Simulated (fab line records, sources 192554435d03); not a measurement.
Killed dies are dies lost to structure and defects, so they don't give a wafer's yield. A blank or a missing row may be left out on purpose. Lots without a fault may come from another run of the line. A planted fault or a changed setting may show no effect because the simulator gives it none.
Which tool did it? | flow n5_finfet | 12 lots, 36 wafers sampled, at 1 step of a route of 1938

WHAT THE GAUGES READ, wafer by wafer
N5_BEOL_M2_OCD_MEAS_38.
lot  | measured     | on     | trench_depth_nm (nm)
L075 | day 7 06:10  | ocd-02 | 54.3 55.9 54.3
L076 | day 7 18:11  | ocd-02 | 55.5 54.4 54.0
L079 | day 8 00:02  | ocd-02 | 55.0 54.9 54.5
L081 | day 9 12:40  | ocd-01 | 54.2 54.5 54.7
L083 | day 9 15:37  | ocd-02 | 55.7 56.9 54.7
L085 | day 9 18:49  | ocd-01 | 55.4 53.4 55.4
L087 | day 10 08:14 | ocd-01 | 54.4 56.4 54.7
L089 | day 10 13:52 | ocd-01 | 54.9 55.2 56.5
L092 | day 11 12:34 | ocd-02 | 56.6 57.3 55.1
L093 | day 11 18:30 | ocd-01 | 55.3 56.9 53.5
L095 | day 12 09:14 | ocd-02 | 54.4 55.7 54.9
L097 | day 12 13:08 | ocd-01 | 56.7 56.1 54.9

WHICH TOOL RAN EACH LOT (tool, then ch and the chambers of the sampled wafers, then the start)
The record holds no process step before these readings.

THE ANSWER, worked out from the rows above alone
Rule: what is usual is taken from the lots themselves. Put in order of their means at a reading, lots are off if they are a third of the lots or fewer, leave a main group of 4 or more, and stand apart from it by a gap of 3 or more times the standard deviation of the main group's means; of several such gaps the widest counts. A main group whose means are all the same, to the digits that the tables above print for the reading, isn't used. A lot without any number at a reading at which 4 lots or more have one is off too. The other lots that the step has rows for count as sound.
No lot is off at any reading shown: from this, nothing can be told.

WHAT THE SIMULATOR HAD PUT IN
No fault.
